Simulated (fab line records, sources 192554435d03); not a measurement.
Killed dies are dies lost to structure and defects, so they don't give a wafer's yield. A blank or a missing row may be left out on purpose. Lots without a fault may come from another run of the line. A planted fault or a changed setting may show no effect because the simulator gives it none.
Which tool did it? | flow n5_finfet | 9 lots, 27 wafers sampled, at 7 steps of a route of 1938

WHAT THE GAUGES READ, wafer by wafer
N5_GATE_CUT_THK_MEAS_24. Usual: GC_FILL_THK 219.6 nm, standard deviation 1.9.
lot  | measured     | on            | GC_FILL_THK (nm)  | flag
L598 | day 4 22:19  | film_metro-01 | 220.6 221.5 220.8 |
L601 | day 5 14:02  | film_metro-02 | 219.4 220.6 218.9 |
L602 | day 5 23:51  | film_metro-02 | 217.8 218.8 220.0 |
L608 | day 7 10:54  | film_metro-01 | 129.5 131.4 130.5 | OFF
L609 | day 7 21:03  | film_metro-02 | 131.8 132.6 133.2 | OFF
L610 | day 8 00:54  | film_metro-02 | 132.3 133.1 131.7 | OFF
L617 | day 9 18:46  | film_metro-02 | 219.7 221.8 221.4 |
L618 | day 9 20:16  | film_metro-01 | 218.8 218.2 218.7 |
L619 | day 10 06:41 | film_metro-01 | 218.8 217.7 216.9 |

N5_BEOL_M4_RC_MEAS_101. Usual: DIBL_N 36.5 mV/V, standard deviation 1.4; DIBL_P 36.5 mV/V, standard deviation 1.6; IOFF_N 0.163 nA/um, standard deviation 0.022; IOFF_P 0.219 nA/um, standard deviation 0.029; ION_N 675 uA/um, standard deviation 8.3; ION_P 464 uA/um, standard deviation 6.2; SS_N 71.5 mV/dec, standard deviation 0.52; SS_P 73.4 mV/dec, standard deviation 0.57; VT_N 249.7 mV, standard deviation 2.6; VT_P -250 mV, standard deviation 3.
lot  | measured     | on        | DIBL_N (mV/V)  | DIBL_P (mV/V)  | IOFF_N (nA/um)    | IOFF_P (nA/um)    | ION_N (uA/um) | ION_P (uA/um) | SS_N (mV/dec)  | SS_P (mV/dec)  | VT_N (mV)         | VT_P (mV)      | flag
L598 | day 8 03:10  | prober-01 | 38.3 36.7 36.8 | 37.0 34.9 34.5 | 0.170 0.139 0.136 | 0.252 0.215 0.199 | 673 661 669   | 472 462 468   | 71.9 71.2 70.9 | 73.3 73.9 73.2 | 252.2 254.3 253.8 | -249 -248 -249 |
L601 | day 9 19:38  | prober-02 | 38.0 37.2 37.7 | 38.5 37.4 38.7 | 0.187 0.190 0.194 | 0.234 0.208 0.236 | 682 691 687   | 462 466 461   | 72.1 72.5 72.0 | 74.0 72.4 73.9 | 247.6 245.4 246.8 | -249 -251 -251 |
L602 | day 9 09:45  | prober-02 | 35.2 37.9 36.1 | 34.1 36.5 35.4 | 0.142 0.191 0.153 | 0.178 0.215 0.193 | 667 691 671   | 462 463 459   | 71.2 72.1 71.2 | 73.3 73.6 73.2 | 253.4 248.8 251.1 | -255 -253 -253 |
L617 | day 13 02:41 | prober-02 | 38.5 38.7 38.1 | 38.0 37.9 37.6 | 0.175 0.184 0.174 | 0.240 0.244 0.248 | 681 666 685   | 464 460 471   | 71.3 71.4 71.4 | 74.3 74.3 74.0 | 250.5 248.6 247.6 | -247 -248 -247 |
L618 | day 13 10:22 | prober-01 | 35.9 34.6 36.0 | 37.2 35.2 37.6 | 0.158 0.136 0.166 | 0.203 0.166 0.203 | 675 668 682   | 467 458 463   | 71.4 70.9 71.8 | 73.2 73.3 73.5 | 251.6 251.9 249.8 | -253 -258 -252 |
L619 | day 13 22:22 | prober-02 | 35.7 33.3 35.0 | 37.9 34.6 36.6 | 0.170 0.127 0.151 | 0.230 0.184 0.217 | 681 675 675   | 472 467 465   | 72.5 71.0 71.1 | 73.4 72.6 73.3 | 250.1 252.1 250.0 | -248 -251 -249 |

WHICH TOOL RAN EACH LOT (tool, then ch and the chambers of the sampled wafers, then the start)
lot  | N5_GATE_CUT_DESCUM_18              | N5_GATE_CUT_VAPOR_ETCH_48         | N5_GATE_CUT_VAPOR_ETCH_51         | N5_GATE_CUT_ALD_22                | N5_GATE_CUT_CMP_23
L598 | rie_diel-03 ch 0,1,3, day 4 17:46  | rie_metal-03 ch 0,1, day 4 18:20  | rie_metal-03 ch 0,1, day 4 18:23  | ald_sin-03 ch 1,2,3, day 4 20:32  | cmp-03 ch 1,2,3, day 4 22:01
L601 | rie_diel-04 ch 0,1,2, day 5 11:23  | rie_metal-03 ch 0,1, day 5 11:58  | rie_metal-03 ch 0,1, day 5 12:02  | ald_sin-03 ch 0,1,2, day 5 12:59  | cmp-03 ch 0,3, day 5 13:46
L602 | rie_diel-06 ch 0,2, day 5 20:58    | rie_metal-03 ch 0,1, day 5 21:43  | rie_metal-03 ch 0,1, day 5 21:47  | ald_sin-03 ch 0,2, day 5 22:04    | cmp-04 ch 0,2,3, day 5 23:33
L608 | rie_diel-06 ch 0,1,2, day 7 08:17  | rie_metal-03 ch 0,1, day 7 08:51  | rie_metal-03 ch 0,1, day 7 08:55  | ald_sin-03 ch 0,1,3, day 7 09:07  | cmp-01 ch 0,2,3, day 7 10:38
L609 | rie_diel-04 ch 0,2,3, day 7 18:23  | rie_metal-03 ch 0,1, day 7 18:58  | rie_metal-03 ch 0,1, day 7 19:02  | ald_sin-02 ch 2,3, day 7 19:16    | cmp-01 ch 1,2,3, day 7 20:45
L610 | rie_diel-06 ch 0,1,2, day 7 22:16  | rie_metal-02 ch 1, day 7 22:50    | rie_metal-02 ch 1, day 7 22:54    | ald_sin-03 ch 0,2, day 7 23:07    | cmp-04 ch 1,2,3, day 8 00:36
L617 | rie_diel-04 ch 0,2, day 9 16:03    | rie_metal-02 ch 0,1, day 9 16:41  | rie_metal-02 ch 0,1, day 9 16:46  | ald_sin-03 ch 0,1,3, day 9 16:59  | cmp-01 ch 1,2,3, day 9 18:32
L618 | rie_diel-04 ch 0,1, day 9 17:38    | rie_metal-03 ch 0,1, day 9 18:13  | rie_metal-03 ch 0,1, day 9 18:16  | ald_sin-03 ch 1,2,3, day 9 18:28  | cmp-03 ch 1,2,3, day 9 20:05
L619 | rie_diel-04 ch 0,1,2, day 10 01:19 | rie_metal-02 ch 0,1, day 10 01:54 | rie_metal-02 ch 0,1, day 10 01:58 | ald_sin-02 ch 0,2,3, day 10 04:54 | cmp-01 ch 1,2,3, day 10 06:26
- N5_GATE_CUT_DESCUM_18: chemistry O2, time 7 s.
- N5_GATE_CUT_VAPOR_ETCH_48: etches TiN in BCl3/Cl2.
- N5_GATE_CUT_VAPOR_ETCH_51: etches HfO2 in BCl3/Cl2.
- N5_GATE_CUT_ALD_22: deposits SiNx, target thk 16 nm, pulse time 1 s, ald cycles 320.
- N5_GATE_CUT_CMP_23: polishes, stops on SiO2, t overpolish 23.4 s, target thk 16 nm.

WHAT THE TOOLS THEMSELVES READ (means of the sampled wafers that have a number; where no wafer has one, the mark that the record gives instead)
N5_GATE_CUT_DESCUM_18. Usual: drypump_motor_current_A 5.8 A, standard deviation 0.35; oes_product_au 0.78 a.u., standard deviation 0.091; rf_vpp_V 243.3 V, standard deviation 1.1; showerhead_plenum_p_Torr 2.11 Torr, standard deviation 0.056; throttle_valve_pct 20.47 %, standard deviation 0.26.
lot  | tool        | drypump_motor_current_A (A) | oes_product_au (a.u.) | rf_vpp_V (V) | showerhead_plenum_p_Torr (Torr) | throttle_valve_pct (%) | flag
L598 | rie_diel-03 | 6.0                         | 0.83                  | 244.0        | 2.14                            | 20.31                  |
L601 | rie_diel-04 | 5.8                         | 0.74                  | 242.6        | 2.09                            | 20.57                  |
L602 | rie_diel-06 | 5.6                         | 0.75                  | 243.8        | 2.15                            | 20.52                  |
L608 | rie_diel-06 | 5.6                         | 0.74                  | 243.7        | 2.12                            | 20.69                  |
L609 | rie_diel-04 | 5.8                         | 0.76                  | 243.3        | 2.06                            | 20.55                  |
L610 | rie_diel-06 | 5.6                         | 0.74                  | 243.0        | 2.12                            | 20.69                  |
L617 | rie_diel-04 | 6.1                         | 0.91                  | 241.9        | 2.05                            | 20.49                  |
L618 | rie_diel-04 | 5.8                         | 0.77                  | 243.9        | 2.12                            | 20.53                  |
L619 | rie_diel-04 | 5.8                         | 0.80                  | 242.8        | 2.07                            | 20.49                  |

N5_GATE_CUT_VAPOR_ETCH_48. Usual: drypump_motor_current_A 5.3 A, standard deviation 0.41; oes_product_au 0.75 a.u., standard deviation 0.097.
lot  | tool         | drypump_motor_current_A (A) | oes_product_au (a.u.) | flag
L598 | rie_metal-03 | 5.4                         | 0.67                  |
L601 | rie_metal-03 | 5.4                         | 0.67                  |
L602 | rie_metal-03 | 5.4                         | 0.66                  |
L608 | rie_metal-03 | 5.1                         | 0.72                  |
L609 | rie_metal-03 | 5.4                         | 0.66                  |
L610 | rie_metal-02 | 5.3                         | 0.69                  |
L617 | rie_metal-02 | 5.5                         | 0.71                  |
L618 | rie_metal-03 | 5.1                         | 0.83                  |
L619 | rie_metal-02 | 5.5                         | 0.72                  |

N5_GATE_CUT_VAPOR_ETCH_51. Usual: drypump_motor_current_A 5.3 A, standard deviation 0.41; oes_product_au 0.75 a.u., standard deviation 0.097.
lot  | tool         | drypump_motor_current_A (A) | oes_product_au (a.u.) | flag
L598 | rie_metal-03 | 5.4                         | 0.67                  |
L601 | rie_metal-03 | 5.4                         | 0.67                  |
L602 | rie_metal-03 | 5.4                         | 0.66                  |
L608 | rie_metal-03 | 5.1                         | 0.72                  |
L609 | rie_metal-03 | 5.4                         | 0.65                  |
L610 | rie_metal-02 | 5.3                         | 0.69                  |
L617 | rie_metal-02 | 5.5                         | 0.71                  |
L618 | rie_metal-03 | 5.1                         | 0.83                  |
L619 | rie_metal-02 | 5.5                         | 0.71                  |

N5_GATE_CUT_ALD_22. Usual: chamber_pressure_Torr 2.000 Torr, standard deviation 0.0046; heater_power_w 830 W, standard deviation 60; precursor_pulse_height_rel 1.000, standard deviation 0.019.
lot  | tool       | chamber_pressure_Torr (Torr) | heater_power_w (W) | precursor_pulse_height_rel | flag
L598 | ald_sin-03 | 2.001                        | 856                | 1.010                      |
L601 | ald_sin-03 | 2.002                        | 857                | 0.999                      |
L602 | ald_sin-03 | 1.995                        | 885                | 0.988                      |
L608 | ald_sin-03 | -                            | -                  | -                          | OFF
L609 | ald_sin-02 | -                            | -                  | -                          | OFF
L610 | ald_sin-03 | -                            | -                  | -                          | OFF
L617 | ald_sin-03 | 1.996                        | 865                | 0.996                      |
L618 | ald_sin-03 | 2.005                        | 876                | 1.000                      |
L619 | ald_sin-02 | 1.997                        | 771                | 1.000                      |

N5_GATE_CUT_CMP_23. Usual: motor_current_A 8.8 A, standard deviation 0.96; time_to_endpoint_s 19.5 s, standard deviation 2.1.
lot  | tool   | motor_current_A (A) | time_to_endpoint_s (s) | flag
L598 | cmp-03 | 9.8                 | 18.1                   |
L601 | cmp-03 | 10.2                | 18.1                   |
L602 | cmp-04 | 8.6                 | 20.0                   |
L608 | cmp-01 | 8.5                 | 121.2                  | OFF
L609 | cmp-01 | 8.1                 | 129.1                  | OFF
L610 | cmp-04 | 8.6                 | 129.9                  | OFF
L617 | cmp-01 | 8.2                 | 21.7                   |
L618 | cmp-03 | 10.0                | 22.7                   |
L619 | cmp-01 | 8.3                 | 18.7                   |

THE ANSWER, worked out from the rows above alone
Rule: a lot is off if the mean of its wafers that have a number lies more than 3 standard deviations from the usual mean. A lot without any number at a reading at which 4 lots or more have one is off too. The other lots that the step has rows for count as sound. The gauges are gone through in route order, then the tools' own readings, and for those a lot's mean is taken as printed above. The first step at which some lot is off is used, and at that step the reading that is off furthest; a lot without a number counts as furthest.
Off: L608, L609, L610, at N5_GATE_CUT_THK_MEAS_24 (GC_FILL_THK).
A tool fits if, at a process step before that reading, it ran every lot that is off, and no sound lot after the first of them. The gauges at N5_GATE_CUT_THK_MEAS_24 aren't tried: what is off there is off at N5_GATE_CUT_ALD_22 too, on other tools, and a gauge's error can't cause that. None of those tried fits.

WHAT THE SIMULATOR HAD PUT IN
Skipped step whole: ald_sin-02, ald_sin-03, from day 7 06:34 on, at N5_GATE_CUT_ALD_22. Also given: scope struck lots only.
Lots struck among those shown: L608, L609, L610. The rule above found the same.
